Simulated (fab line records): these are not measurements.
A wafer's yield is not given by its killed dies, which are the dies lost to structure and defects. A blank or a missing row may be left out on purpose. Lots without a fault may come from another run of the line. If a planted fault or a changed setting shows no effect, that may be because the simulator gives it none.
fab line records -- flow nand-harc
record lots=24, wafers=72, last-day=24
route steps=1159 shown P_M2@344 P_BONDPAD@377 A_CHANNEL_HOLE_D1@467 A_CHANNEL_FILL_D1@494
lots that met no fault: from a run of the same line without faults
start-h: hours from the record's first day to the start of the lot's first wafer shown -- wait-h: hours from the lot's prior step to this one -- " as in the row above -- L1.1+2: a single row standing in for several wafers -- - value missing, or start not given -- * or withheld: withheld -- < > ~ a bound
route shown NAME@n: a module of which the file shows steps, and the number in the route of the first -- usual: mean/standard deviation of fault-free wafers -- same: alike in all rows -- chamber/n: place in a boat -- sites: per-site readings -- _std_site: the standard deviation of these -- _edge_site: inner sites' mean taken away from outer sites' mean -- radius-mm: for every site, how far away it sits from the centre of the wafer -- mask NAME#n: copy n -- behind: the last tool/chamber to shape the wafer -- hold: the reason the lot was held/the length of the hold in hours/how it ended -- device: the n, p or np transistor that did not switch -- end of line: the route-end tests of the same wafers -- a step without rows: its recipe alone -- killed: dies lost to structure and defects at the first sort, not the wafer's yield -- map: a wafer's dies, x killed, . not, _ none there
set.NAME: the setting as run; set.NAME@STEP: as run at that earlier step -- model.NAME: the simulator's own value behind a step, which no gauge read
a sample of lots followed through the steps of the route, with each step as a table and each wafer as a row
services: the hour from which a tool's chamber was out of use, counted from the record's first day as start-h (under 0 if before that day), plus the number of hours and why
## steps
# step NHARC_P_M2_CMP_23
# recipe t-overpolish-s=20, target-thk-nm=144.3
# usual motor-current-A=12.6/0.92, time-to-endpoint-s=28.3/2.3
lot.wafer,tool,chamber,start-h,wait-h,motor-current-A,time-to-endpoint-s
L075.4,cmp-04,2,130.10,-,14.5,25.4
L075.1,cmp-04,0,130.10,-,12.5,27.8
L075.6,cmp-04,2,130.10,-,14.9,25.7
L074.4,cmp-03,1,130.67,-,13.0,29.2
L074.1,cmp-03,2,130.67,-,12.7,27.6
L074.2,cmp-03,3,130.67,-,13.0,29.6
L077.4,cmp-01,0,143.30,-,11.4,25.7
L077.5,cmp-01,1,143.30,-,13.3,28.2
L077.6,cmp-01,2,143.30,-,12.9,28.6
L078.4,cmp-04,2,148.18,-,14.2,23.9
L078.2,cmp-04,3,148.18,-,12.5,28.0
L078.6,cmp-04,1,148.18,-,11.0,28.6
L076.4,cmp-01,2,151.84,-,12.7,28.2
L076.1,cmp-01,1,151.84,-,13.0,31.5
L076.6,cmp-01,3,151.84,-,13.5,27.5
L080.4,cmp-01,1,154.82,-,14.6,32.1
L080.3,cmp-01,2,154.82,-,12.2,27.1
L080.6,cmp-01,0,154.82,-,10.8,26.3
L079.4,cmp-01,0,155.68,-,10.8,24.9
L079.3,cmp-01,1,155.68,-,13.1,29.3
L079.5,cmp-01,2,155.68,-,12.8,28.7
L081.4,cmp-03,0,172.66,-,11.6,30.0
L081.1,cmp-03,1,172.66,-,12.3,32.6
L081.5,cmp-03,2,172.66,-,12.7,31.7
L082.1,cmp-03,0,173.51,-,11.1,28.0
L082.5,cmp-03,0,173.51,-,11.6,26.0
L082.6,cmp-03,1,173.51,-,12.1,29.2
L083.4,cmp-03,1,174.12,-,13.7,29.7
L083.3,cmp-03,2,174.12,-,13.1,29.5
L083.5,cmp-03,3,174.12,-,12.0,28.6
L085.2,cmp-03,0,187.90,-,11.8,26.4
L085.4,cmp-03,1,187.90,-,12.7,28.7
L085.6,cmp-03,3,187.90,-,12.1,27.2
L084.4,cmp-03,3,188.44,-,12.4,30.3
L084.1,cmp-03,0,188.44,-,11.8,31.1
L084.5,cmp-03,0,188.44,-,11.3,30.0
L087.2,cmp-03,1,205.56,-,12.8,28.2
L087.6,cmp-03,3,205.56,-,12.7,30.0
L087.5,cmp-03,0,205.56,-,12.1,27.6
L086.2,cmp-03,2,206.44,-,12.2,28.8
L086.5,cmp-03,1,206.44,-,12.3,30.8
L086.6,cmp-03,2,206.44,-,12.4,27.4
L088.2,cmp-01,3,224.59,-,13.7,28.7
L088.4,cmp-01,1,224.59,-,13.4,32.6
L088.5,cmp-01,2,224.59,-,12.7,29.4
L089.1,cmp-01,1,225.13,-,13.6,32.3
L089.4,cmp-01,2,225.13,-,12.5,28.6
L089.5,cmp-01,1,225.13,-,13.8,30.6
L090.2,cmp-01,2,225.65,-,13.2,28.9
L090.1,cmp-01,0,225.65,-,10.8,27.1
L090.5,cmp-01,2,225.65,-,12.8,28.4
L091.3,cmp-04,0,232.02,-,12.7,26.7
L091.4,cmp-04,1,232.02,-,10.9,29.8
L091.5,cmp-04,3,232.02,-,14.1,28.8
L093.3,cmp-01,1,232.32,-,13.5,31.5
L093.6,cmp-01,0,232.32,-,11.0,25.1
L093.5,cmp-01,1,232.32,-,13.0,34.4
L092.3,cmp-01,1,232.69,-,13.2,29.2
L092.4,cmp-01,2,232.69,-,12.8,27.7
L092.6,cmp-01,2,232.69,-,12.7,28.8
L094.3,cmp-03,3,247.38,-,12.1,28.2
L094.4,cmp-03,0,247.38,-,12.0,24.9
L094.2,cmp-03,1,247.38,-,12.9,29.7
L095.3,cmp-03,0,250.26,-,11.4,29.8
L095.4,cmp-03,1,250.26,-,12.8,32.4
L095.6,cmp-03,3,250.26,-,13.0,30.5
L096.3,cmp-03,2,257.96,-,12.6,26.1
L096.4,cmp-03,0,257.96,-,12.0,28.9
L096.5,cmp-03,1,257.96,-,12.4,29.6
L097.3,cmp-04,1,266.59,-,11.9,28.0
L097.6,cmp-04,3,266.59,-,12.9,29.4
L097.5,cmp-04,0,266.59,-,12.7,27.2
# step NHARC_P_M2_PRE_CLEAN_32
# recipe time-s=12, temp-c=370, rf-power-w=300, gas=NH3
# usual heater-power-w=645/89
lot.wafer,tool,chamber,start-h,wait-h,heater-power-w
L075.1,pecvd-03,0,130.65,0.1,599
L075.4,pecvd-03,0,130.65,0.1,593
L075.6,pecvd-03,1,130.65,0.1,687
L074.1,pecvd-03,2,131.21,0.1,770
L074.2,pecvd-03,1,131.21,0.1,753
L074.4,pecvd-03,2,131.21,0.1,757
L077.5,pecvd-02,0,143.79,0.1,566
L077.4,pecvd-02,1,143.79,0.1,565
L077.6,pecvd-02,2,143.79,0.1,622
L078.2,pecvd-04,1,148.84,0.2,642
L078.6,pecvd-04,0,148.84,0.2,604
L078.4,pecvd-04,1,148.84,0.2,652
L076.1,pecvd-04,1,152.39,0.1,669
L076.6,pecvd-04,0,152.39,0.1,590
L076.4,pecvd-04,2,152.39,0.1,625
L080.3,pecvd-03,2,155.58,0.3,827
L080.6,pecvd-03,1,155.58,0.3,774
L080.4,pecvd-03,2,155.58,0.3,823
L079.3,pecvd-04,1,156.17,0.1,661
L079.4,pecvd-04,1,156.17,0.1,669
L079.5,pecvd-04,2,156.17,0.1,592
L081.1,pecvd-03,0,173.16,0.1,661
L081.5,pecvd-03,2,173.16,0.1,827
L081.4,pecvd-03,0,173.16,0.1,681
L082.1,pecvd-02,2,174.08,0.1,533
L082.5,pecvd-02,0,174.08,0.1,630
L082.6,pecvd-02,2,174.08,0.1,515
L083.3,pecvd-04,2,174.66,0.1,568
L083.4,pecvd-04,0,174.66,0.1,551
L083.5,pecvd-04,1,174.66,0.1,668
L085.2,pecvd-03,0,188.43,0.1,594
L085.6,pecvd-03,2,188.43,0.1,819
L085.4,pecvd-03,1,188.43,0.1,661
L084.1,pecvd-04,1,188.98,0.1,592
L084.5,pecvd-04,2,188.98,0.1,596
L084.4,pecvd-04,0,188.98,0.1,510
L087.2,pecvd-03,0,206.05,0.1,664
L087.5,pecvd-03,0,206.05,0.1,676
L087.6,pecvd-03,1,206.05,0.1,686
L086.2,pecvd-03,1,207.01,0.1,713
L086.5,pecvd-03,0,207.01,0.1,660
L086.6,pecvd-03,1,207.01,0.1,703
L088.2,pecvd-04,1,225.11,0.1,607
L088.5,pecvd-04,1,225.11,0.1,628
L088.4,pecvd-04,2,225.11,0.1,578
L089.1,pecvd-03,2,225.69,0.1,779
L089.5,pecvd-03,2,225.69,0.1,763
L089.4,pecvd-03,1,225.69,0.1,704
L090.2,pecvd-04,1,226.16,0.1,636
L090.1,pecvd-04,2,226.16,0.1,556
L090.5,pecvd-04,2,226.16,0.1,553
L091.3,pecvd-02,1,232.53,0.1,598
L091.5,pecvd-02,1,232.53,0.1,601
L091.4,pecvd-02,2,232.53,0.1,606
L093.3,pecvd-04,1,232.87,0.1,580
L093.5,pecvd-04,1,232.87,0.1,580
L093.6,pecvd-04,0,232.87,0.1,551
L092.3,pecvd-03,2,233.27,0.1,836
L092.4,pecvd-03,2,233.27,0.1,833
L092.6,pecvd-03,1,233.27,0.1,767
L094.3,pecvd-02,1,247.93,0.1,612
L094.2,pecvd-02,2,247.93,0.1,492
L094.4,pecvd-02,1,247.93,0.1,619
L095.3,pecvd-02,0,250.80,0.1,561
L095.4,pecvd-02,2,250.80,0.1,502
L095.6,pecvd-02,0,250.80,0.1,556
L096.3,pecvd-03,1,258.60,0.2,718
L096.4,pecvd-03,0,258.60,0.2,670
L096.5,pecvd-03,1,258.60,0.2,690
L097.3,pecvd-02,2,267.08,0.1,545
L097.5,pecvd-02,0,267.08,0.1,566
L097.6,pecvd-02,1,267.08,0.1,626
# step NHARC_P_BONDPAD_PVD_27
# recipe target-thk-a=300, chamber-pressure-pa=5, power-w=5000, substrate-temp-c=30, time-s=20.49, material=Cu
# usual throttle-valve-pct=30.1/1.5
lot.wafer,tool,chamber,start-h,wait-h,throttle-valve-pct
L075.4,pvd-sputter-01,-,-,-,28.9
L075.1,pvd-sputter-01,-,-,-,26.3
L075.6,pvd-sputter-01,-,-,-,26.9
L074.1,pvd-sputter-03,-,-,-,29.3
L074.4,pvd-sputter-03,-,-,-,30.0
L074.2,pvd-sputter-03,-,-,-,33.2
L077.4,pvd-sputter-03,-,-,-,33.3
L077.6,pvd-sputter-03,-,-,-,33.5
L077.5,pvd-sputter-03,-,-,-,30.6
L078.2,pvd-sputter-03,-,-,-,30.5
L078.4,pvd-sputter-03,-,-,-,30.3
L078.6,pvd-sputter-03,-,-,-,33.5
L076.4,pvd-sputter-01,-,-,-,28.8
L076.1,pvd-sputter-01,-,-,-,31.4
L076.6,pvd-sputter-01,-,-,-,29.2
L080.4,pvd-sputter-03,-,-,-,30.2
L080.3,pvd-sputter-03,-,-,-,33.3
L080.6,pvd-sputter-03,-,-,-,29.3
L079.4,pvd-sputter-03,-,-,-,29.2
L079.3,pvd-sputter-03,-,-,-,30.2
L079.5,pvd-sputter-03,-,-,-,29.0
L081.1,pvd-sputter-03,-,-,-,29.3
L081.4,pvd-sputter-03,-,-,-,30.1
L081.5,pvd-sputter-03,-,-,-,29.4
L082.1,pvd-sputter-02,-,-,-,31.0
L082.5,pvd-sputter-02,-,-,-,30.8
L082.6,pvd-sputter-02,-,-,-,30.7
L083.3,pvd-sputter-01,-,-,-,29.8
L083.4,pvd-sputter-01,-,-,-,27.4
L083.5,pvd-sputter-01,-,-,-,28.8
L085.2,pvd-sputter-03,-,-,-,29.2
L085.4,pvd-sputter-03,-,-,-,30.6
L085.6,pvd-sputter-03,-,-,-,29.8
L084.1,pvd-sputter-01,-,-,-,31.2
L084.4,pvd-sputter-01,-,-,-,29.8
L084.5,pvd-sputter-01,-,-,-,27.3
L087.2,pvd-sputter-01,-,-,-,29.9
L087.5,pvd-sputter-01,-,-,-,30.0
L087.6,pvd-sputter-01,-,-,-,27.6
L086.2,pvd-sputter-02,-,-,-,30.1
L086.5,pvd-sputter-02,-,-,-,29.9
L086.6,pvd-sputter-02,-,-,-,31.1
L088.2,pvd-sputter-01,-,-,-,31.2
L088.4,pvd-sputter-01,-,-,-,27.5
L088.5,pvd-sputter-01,-,-,-,31.4
L089.1,pvd-sputter-03,-,-,-,29.3
L089.4,pvd-sputter-03,-,-,-,30.8
L089.5,pvd-sputter-03,-,-,-,28.7
L090.2,pvd-sputter-02,-,-,-,30.7
L090.1,pvd-sputter-02,-,-,-,30.9
L090.5,pvd-sputter-02,-,-,-,30.4
L091.4,pvd-sputter-01,-,-,-,27.7
L091.3,pvd-sputter-01,-,-,-,29.1
L091.5,pvd-sputter-01,-,-,-,27.5
L093.3,pvd-sputter-02,-,-,-,31.0
L093.6,pvd-sputter-02,-,-,-,29.9
L093.5,pvd-sputter-02,-,-,-,30.5
L092.4,pvd-sputter-02,-,-,-,30.2
L092.3,pvd-sputter-02,-,-,-,31.0
L092.6,pvd-sputter-02,-,-,-,30.3
L094.3,pvd-sputter-02,-,-,-,30.1
L094.2,pvd-sputter-02,-,-,-,30.3
L094.4,pvd-sputter-02,-,-,-,31.1
L095.3,pvd-sputter-02,-,-,-,31.2
L095.4,pvd-sputter-02,-,-,-,30.5
L095.6,pvd-sputter-02,-,-,-,31.0
L096.3,pvd-sputter-03,-,-,-,29.1
L096.4,pvd-sputter-03,-,-,-,33.2
L096.5,pvd-sputter-03,-,-,-,29.1
L097.3,pvd-sputter-01,-,-,-,28.9
L097.5,pvd-sputter-01,-,-,-,28.7
L097.6,pvd-sputter-01,-,-,-,31.5
# step NHARC_A_CHANNEL_HOLE_D1_ETCH_39
# recipe target-depth-a=2600, over-etch-frac=0.3, time-s=325, ion-energy-ev=200, n2-flow-sccm=150, h2-flow-sccm=150, ar-flow-sccm=0, rf-w=400, bias-w=150, chemistry=N2/H2
# usual drypump-motor-current-A=5.8/0.48, h2-flow-sccm=150.0/0.47, oes-product-au=1.003/0.013, rf-vpp-V=430.4/2.2, showerhead-plenum-p-Torr=2.04/0.075, throttle-valve-pct=14.172/0.0094
# same over-etch-frac=0.3
lot.wafer,tool,chamber,start-h,wait-h,drypump-motor-current-A,h2-flow-sccm,oes-product-au,rf-hours-counter-h,rf-vpp-V,showerhead-plenum-p-Torr,throttle-valve-pct
L075.4,rie-diel-08,0,-,-,5.8,150.1,1.014,4,434.0,2.15,14.166
L075.1,rie-diel-08,2,-,-,6.2,150.4,0.996,4,427.6,1.91,14.172
L075.6,rie-diel-08,0,-,-,5.8,149.6,1.005,-,433.3,2.15,14.156
L074.2,rie-diel-08,3,-,-,6.4,149.8,0.984,3,430.7,2.07,14.178
L074.4,rie-diel-08,0,-,-,5.8,149.9,1.002,4,431.9,2.15,14.173
L074.1,rie-diel-08,2,-,-,6.2,150.1,0.983,4,427.5,1.91,14.161
L077.4,rie-diel-10,2,-,-,5.8,149.4,1.007,0,430.8,2.06,14.173
L077.6,rie-diel-10,2,-,-,5.9,149.6,0.993,-,430.6,2.06,14.177
L077.5,rie-diel-10,3,-,-,6.3,150.3,1.008,-,430.4,2.04,14.162
L078.2,rie-diel-10,1,-,-,5.2,150.1,1.013,1,434.4,2.18,14.171
L078.4,rie-diel-10,2,-,-,5.9,148.6,0.989,1,430.5,2.06,14.159
L078.6,rie-diel-10,1,-,-,5.2,150.1,1.011,-,433.2,2.18,14.177
L076.1,rie-diel-10,2,-,-,5.8,149.9,1.004,2,431.4,2.06,14.180
L076.4,rie-diel-10,3,-,-,6.3,150.1,1.010,1,430.4,2.04,14.179
L076.6,rie-diel-10,0,-,-,5.4,149.4,1.002,-,428.7,2.02,14.179
L080.4,rie-diel-08,0,-,-,5.8,150.3,1.002,5,433.9,2.15,14.179
L080.3,rie-diel-08,1,-,-,5.4,150.0,1.021,5,427.8,1.95,14.177
L080.6,rie-diel-08,3,-,-,6.4,150.5,0.999,-,431.8,2.07,14.175
L079.4,rie-diel-10,0,-,-,5.4,149.7,1.009,2,430.6,2.02,14.155
L079.3,rie-diel-10,1,-,-,5.1,150.8,1.004,3,434.6,2.18,14.169
L079.5,rie-diel-10,3,-,-,6.3,150.2,0.996,-,430.8,2.04,14.150
L081.1,rie-diel-08,2,-,-,6.2,150.5,1.006,6,427.1,1.91,14.171
L081.4,rie-diel-08,2,-,-,6.2,150.3,1.003,-,426.6,1.91,14.174
L081.5,rie-diel-08,1,-,-,5.3,150.9,1.031,-,427.5,1.95,14.186
L083.3,rie-diel-01,2,-,-,6.6,150.6,0.990,3,431.1,2.04,14.164
L083.4,rie-diel-01,1,-,-,5.5,149.3,0.984,4,429.3,1.95,14.182
L083.5,rie-diel-01,3,-,-,5.5,149.3,1.004,-,429.8,1.99,14.163
L082.1,rie-diel-10,0,-,-,5.4,150.4,1.000,4,430.7,2.02,14.163
L082.6,rie-diel-10,3,-,-,6.3,150.5,0.998,-,430.0,2.04,14.159
L082.5,rie-diel-10,0,-,-,5.4,149.6,1.016,-,430.1,2.02,14.167
L085.2,rie-diel-08,3,-,-,6.4,149.8,0.982,5,431.4,2.07,14.182
L085.4,rie-diel-08,2,-,-,6.2,151.2,1.011,8,425.6,1.91,14.194
L085.6,rie-diel-08,3,-,-,6.4,149.7,0.990,-,432.2,2.07,14.169
L084.4,rie-diel-10,2,-,-,5.9,149.6,0.991,5,431.5,2.06,14.164
L084.1,rie-diel-10,3,-,-,6.3,149.7,1.006,5,431.2,2.04,14.176
L084.5,rie-diel-10,0,-,-,5.4,150.0,1.009,-,429.8,2.02,14.176
L087.2,rie-diel-01,2,-,-,6.6,150.4,0.988,5,429.5,2.04,14.165
L087.6,rie-diel-01,0,-,-,5.2,149.9,1.014,-,431.5,2.08,14.175
L087.5,rie-diel-01,1,-,-,5.5,149.3,0.990,-,428.7,1.95,14.155
L086.2,rie-diel-01,1,-,-,5.5,149.3,0.992,6,426.6,1.95,14.183
L086.6,rie-diel-01,2,-,-,6.6,149.6,0.992,-,430.6,2.04,14.168
L086.5,rie-diel-01,3,-,-,5.6,150.5,0.993,-,428.8,1.98,14.176
L089.4,rie-diel-10,3,-,-,6.3,150.6,0.998,6,430.4,2.04,14.166
L089.1,rie-diel-10,0,-,-,5.4,149.4,1.005,7,429.7,2.02,14.151
L089.5,rie-diel-10,3,-,-,6.3,149.8,1.002,-,431.7,2.04,14.166
L090.2,rie-diel-01,2,-,-,6.6,150.2,0.995,7,431.0,2.04,14.184
L090.1,rie-diel-01,3,-,-,5.5,150.2,1.008,8,428.8,1.98,14.173
L090.5,rie-diel-01,3,-,-,5.6,149.9,1.007,-,428.7,1.98,14.176
L088.4,rie-diel-08,0,-,-,5.8,149.4,1.010,9,433.2,2.14,14.162
L088.2,rie-diel-08,2,-,-,6.2,150.0,1.004,9,426.3,1.91,14.183
L088.5,rie-diel-08,1,-,-,5.4,150.2,1.007,-,427.4,1.95,14.164
L093.3,rie-diel-08,0,-,-,5.8,150.4,1.011,9,433.4,2.14,14.172
L093.6,rie-diel-08,0,-,-,5.8,150.0,1.019,-,433.1,2.14,14.186
L093.5,rie-diel-08,2,-,-,6.2,149.8,1.010,-,426.2,1.91,14.188
L091.4,rie-diel-01,1,-,-,5.5,150.7,0.983,8,428.4,1.95,14.179
L091.3,rie-diel-01,3,-,-,5.6,150.2,1.008,9,429.6,1.98,14.178
L091.5,rie-diel-01,1,-,-,5.5,150.3,0.981,-,428.7,1.95,14.185
L092.3,rie-diel-01,2,-,-,6.6,149.9,0.990,9,430.8,2.04,14.171
L092.4,rie-diel-01,3,-,-,5.5,149.9,1.002,9,429.2,1.98,14.172
L092.6,rie-diel-01,1,-,-,5.5,150.8,0.989,-,428.4,1.95,14.199
L094.3,rie-diel-08,2,-,-,6.2,150.0,1.013,11,426.5,1.91,14.177
L094.4,rie-diel-08,3,-,-,6.4,149.9,0.996,8,430.5,2.07,14.168
L094.2,rie-diel-08,0,-,-,5.8,150.1,1.016,11,434.4,2.14,14.194
L095.4,rie-diel-01,0,-,-,5.1,150.5,1.030,11,432.0,2.08,14.178
L095.3,rie-diel-01,2,-,-,6.6,150.1,0.981,11,430.2,2.04,14.170
L095.6,rie-diel-01,0,-,-,5.2,150.3,1.014,-,432.6,2.08,14.167
L096.3,rie-diel-01,2,-,-,6.6,150.3,0.991,11,430.9,2.04,14.166
L096.4,rie-diel-01,1,-,-,5.6,150.0,0.995,12,428.6,1.95,14.185
L096.5,rie-diel-01,2,-,-,6.6,150.5,0.989,-,430.8,2.04,14.165
L097.3,rie-diel-01,1,-,-,5.5,149.3,0.982,13,430.1,1.95,14.174
L097.6,rie-diel-01,1,-,-,5.6,149.5,0.985,-,427.7,1.95,14.179
L097.5,rie-diel-01,2,-,-,6.6,149.8,0.989,-,429.8,2.04,14.175
# step NHARC_A_CHANNEL_FILL_D1_ALD_14
# recipe target-thk-a=25, pulse-time-s=10, ald-cycles=25, temp-c=300, material=SiO2
# usual heater-power-w=481/56, precursor-pulse-height-rel=1.000/0.02
lot.wafer,tool,chamber,start-h,wait-h,heater-power-w,precursor-pulse-height-rel
L075.4,ald-hk-01,3,199.93,0.3,559,1.000
L075.1,ald-hk-01,0,199.93,0.3,379,1.036
L075.6,ald-hk-01,3,199.93,0.3,551,0.968
L074.2,ald-hk-01,2,200.11,0.5,440,1.005
L074.4,ald-hk-01,3,200.11,0.5,569,1.020
L074.1,ald-hk-01,0,200.11,0.5,373,1.002
L077.4,ald-hk-01,0,203.54,0.1,377,0.975
L077.6,ald-hk-01,3,203.54,0.1,564,0.997
L077.5,ald-hk-01,0,203.54,0.1,378,1.021
L078.4,ald-hk-04,1,207.35,0.0,473,1.039
L078.2,ald-hk-04,0,207.35,0.0,496,1.014
L078.6,ald-hk-04,1,207.35,0.0,491,0.980
L076.1,ald-hk-01,3,210.17,0.1,574,0.985
L076.4,ald-hk-01,0,210.17,0.1,378,0.974
L076.6,ald-hk-01,2,210.17,0.1,428,1.007
L080.3,ald-hk-04,1,210.17,0.1,491,0.997
L080.4,ald-hk-04,2,210.17,0.1,476,0.993
L080.6,ald-hk-04,0,210.17,0.1,479,1.016
L079.3,ald-hk-01,1,214.48,0.0,526,1.001
L079.4,ald-hk-01,2,214.48,0.0,433,0.993
L079.5,ald-hk-01,2,214.48,0.0,438,1.000
L081.1,ald-hk-01,3,230.04,0.1,576,0.997
L081.4,ald-hk-01,0,230.04,0.1,384,0.964
L081.5,ald-hk-01,2,230.04,0.1,442,0.975
L083.4,ald-hk-01,3,230.23,0.3,574,0.982
L083.3,ald-hk-01,1,230.23,0.3,523,1.022
L083.5,ald-hk-01,2,230.23,0.3,449,0.991
L082.1,ald-hk-04,1,236.69,2.6,475,1.011
L082.6,ald-hk-04,2,236.69,2.6,484,1.029
L082.5,ald-hk-04,3,236.69,2.6,466,1.027
L085.4,ald-hk-02,0,251.08,0.1,581,1.020
L085.2,ald-hk-02,1,251.08,0.1,403,1.010
L085.6,ald-hk-02,1,251.08,0.1,412,1.024
L084.4,ald-hk-01,1,251.16,0.1,521,0.984
L084.1,ald-hk-01,2,251.16,0.1,441,0.997
L084.5,ald-hk-01,0,251.16,0.1,376,0.986
L087.2,ald-hk-04,2,264.59,0.1,468,1.043
L087.6,ald-hk-04,0,264.59,0.1,494,0.966
L087.5,ald-hk-04,1,264.59,0.1,470,1.030
L086.2,ald-hk-04,1,264.85,0.4,474,1.003
L086.5,ald-hk-04,2,264.85,0.4,479,1.013
L086.6,ald-hk-04,3,264.85,0.4,469,0.996
L090.2,ald-hk-04,0,287.13,0.7,489,1.000
L090.1,ald-hk-04,1,287.13,0.7,464,1.036
L090.5,ald-hk-04,2,287.13,0.7,480,0.986
L089.4,ald-hk-04,2,287.27,0.9,495,0.976
L089.1,ald-hk-04,3,287.27,0.9,470,1.003
L089.5,ald-hk-04,3,287.27,0.9,477,1.008
L088.2,ald-hk-04,3,291.08,0.1,456,1.027
L088.4,ald-hk-04,1,291.08,0.1,489,0.997
L088.5,ald-hk-04,2,291.08,0.1,479,1.022
L093.3,ald-hk-02,2,296.18,0.2,480,1.036
L093.6,ald-hk-02,3,296.18,0.2,471,1.010
L093.5,ald-hk-02,0,296.18,0.2,583,0.995
L091.3,ald-hk-02,0,296.33,0.3,591,0.989
L091.4,ald-hk-02,1,296.33,0.3,395,1.004
L091.5,ald-hk-02,0,296.33,0.3,610,0.986
L092.3,ald-hk-04,0,300.05,0.1,482,1.004
L092.4,ald-hk-04,1,300.05,0.1,482,0.966
L092.6,ald-hk-04,0,300.05,0.1,469,0.981
L094.3,ald-hk-02,2,308.98,0.1,471,0.985
L094.4,ald-hk-02,3,308.98,0.1,477,1.023
L094.2,ald-hk-02,0,308.98,0.1,587,1.016
L095.3,ald-hk-01,0,309.02,0.1,373,0.985
L095.4,ald-hk-01,2,309.02,0.1,460,0.977
L095.6,ald-hk-01,0,309.02,0.1,387,1.009
L096.3,ald-hk-04,0,316.83,0.1,494,0.974
L096.4,ald-hk-04,2,316.83,0.1,490,0.984
L096.5,ald-hk-04,0,316.83,0.1,485,0.981
L097.3,ald-hk-01,3,333.68,1.0,600,0.973
L097.5,ald-hk-01,2,333.68,1.0,455,0.977
L097.6,ald-hk-01,3,333.68,1.0,577,1.005
# step NHARC_A_CHANNEL_FILL_D1_ALD_16
# recipe target-thk-a=15, pulse-time-s=10, ald-cycles=15, temp-c=300, material=SiO2
# usual heater-power-w=483/54, precursor-pulse-height-rel=0.998/0.02
lot.wafer,tool,chamber,start-h,wait-h,heater-power-w,precursor-pulse-height-rel
L074.4,ald-hk-02,3,205.09,0.0,479,0.973
L074.1,ald-hk-02,0,205.09,0.0,591,0.963
L074.2,ald-hk-02,2,205.09,0.0,447,1.023
L075.4,ald-hk-01,2,205.12,0.1,447,1.025
L075.1,ald-hk-01,3,205.12,0.1,569,0.992
L075.6,ald-hk-01,2,205.12,0.1,438,1.010
L077.4,ald-hk-04,0,208.71,0.0,481,0.981
L077.6,ald-hk-04,0,208.71,0.0,480,0.993
L077.5,ald-hk-04,1,208.71,0.0,472,1.005
L078.4,ald-hk-04,0,212.54,0.0,487,1.024
L078.2,ald-hk-04,2,212.54,0.0,482,0.990
L078.6,ald-hk-04,0,212.54,0.0,461,1.022
L080.3,ald-hk-02,1,215.29,0.0,410,0.974
L080.4,ald-hk-02,0,215.29,0.0,611,1.005
L080.6,ald-hk-02,1,215.29,0.0,403,0.980
L076.1,ald-hk-04,2,215.30,0.0,480,1.038
L076.4,ald-hk-04,0,215.30,0.0,476,0.980
L076.6,ald-hk-04,3,215.30,0.0,467,0.985
L079.3,ald-hk-01,1,220.49,0.9,508,1.001
L079.4,ald-hk-01,3,220.49,0.9,581,1.001
L079.5,ald-hk-01,1,220.49,0.9,528,0.974
L081.1,ald-hk-04,2,237.14,2.0,480,1.016
L081.4,ald-hk-04,0,237.14,2.0,487,1.002
L081.5,ald-hk-04,3,237.14,2.0,460,1.015
L083.4,ald-hk-04,1,237.46,2.3,484,1.011
L083.3,ald-hk-04,0,237.46,2.3,487,0.996
L083.5,ald-hk-04,2,237.46,2.3,483,0.987
L082.1,ald-hk-01,0,243.61,1.6,381,0.998
L082.6,ald-hk-01,1,243.61,1.6,522,0.996
L082.5,ald-hk-01,2,243.61,1.6,461,0.997
L084.1,ald-hk-02,0,256.26,0.0,603,0.997
L084.4,ald-hk-02,2,256.26,0.0,454,1.000
L084.5,ald-hk-02,0,256.26,0.0,587,1.007
L085.4,ald-hk-01,0,256.27,0.0,377,1.009
L085.2,ald-hk-01,1,256.27,0.0,532,1.020
L085.6,ald-hk-01,1,256.27,0.0,516,1.029
L086.2,ald-hk-04,2,270.46,0.8,483,0.983
L086.5,ald-hk-04,0,270.46,0.8,478,1.001
L086.6,ald-hk-04,1,270.46,0.8,479,0.998
L087.2,ald-hk-04,1,270.60,0.9,469,0.969
L087.5,ald-hk-04,0,270.60,0.9,482,0.997
L087.6,ald-hk-04,1,270.60,0.9,477,0.990
L090.2,ald-hk-01,3,292.22,0.0,577,1.009
L090.1,ald-hk-01,0,292.22,0.0,380,1.002
L090.5,ald-hk-01,0,292.22,0.0,389,1.007
L089.4,ald-hk-01,0,292.44,0.3,375,1.015
L089.1,ald-hk-01,1,292.44,0.3,534,1.011
L089.5,ald-hk-01,3,292.44,0.3,581,1.006
L088.2,ald-hk-02,3,296.51,0.3,487,0.981
L088.4,ald-hk-02,2,296.51,0.3,464,1.001
L088.5,ald-hk-02,0,296.51,0.3,614,1.030
L093.3,ald-hk-04,2,301.30,0.1,494,0.978
L093.6,ald-hk-04,0,301.30,0.1,497,0.960
L093.5,ald-hk-04,1,301.30,0.1,479,1.004
L091.3,ald-hk-04,0,301.41,0.2,479,1.004
L091.4,ald-hk-04,1,301.41,0.2,460,1.009
L091.5,ald-hk-04,0,301.41,0.2,483,1.010
L092.3,ald-hk-04,0,305.17,0.0,479,0.988
L092.4,ald-hk-04,3,305.17,0.0,466,0.992
L092.6,ald-hk-04,0,305.17,0.0,497,1.002
L095.4,ald-hk-01,2,314.13,0.1,456,1.001
L095.3,ald-hk-01,3,314.13,0.1,566,1.004
L095.6,ald-hk-01,2,314.13,0.1,459,0.985
L094.3,ald-hk-04,2,314.21,0.1,487,1.029
L094.4,ald-hk-04,3,314.21,0.1,457,0.990
L094.2,ald-hk-04,0,314.21,0.1,487,0.960
L096.4,ald-hk-02,1,322.24,0.1,393,0.980
L096.3,ald-hk-02,2,322.24,0.1,479,0.963
L096.5,ald-hk-02,3,322.24,0.1,476,1.009
L097.3,ald-hk-01,1,338.82,0.0,509,1.023
L097.6,ald-hk-01,1,338.82,0.0,518,1.010
L097.5,ald-hk-01,2,338.82,0.0,463,0.982
## services
tool,chamber,start-h,hours,kind
rie-diel-01,0,108.72,17.7,repair
pecvd-03,-,111.02,13.0,pm
cmp-03,-,130.83,4.0,pm
rie-diel-01,-,134.60,1.0,repair
rie-diel-01,-,137.80,9.0,pm
rie-diel-01,2,151.45,9.2,repair
cmp-01,-,179.75,4.0,pm
cmp-03,-,180.78,1.0,repair
ald-hk-04,-,186.16,10.0,pm
pecvd-03,0,199.42,6.3,repair
pvd-sputter-03,-,205.34,8.3,repair
cmp-03,-,212.36,3.8,repair
cmp-03,-,225.60,2.4,repair
cmp-03,-,228.83,4.0,pm
ald-hk-01,-,233.53,10.0,pm
cmp-01,-,238.03,2.6,repair
cmp-01,-,255.70,7.1,repair
pecvd-03,1,261.52,1.9,repair
cmp-01,-,277.75,4.0,pm
pvd-sputter-03,-,280.00,10.0,pm
pecvd-03,-,292.13,13.0,pm
cmp-03,-,297.63,3.4,repair
cmp-03,-,326.98,4.0,pm
cmp-03,-,332.74,4.5,repair
## key
fault none
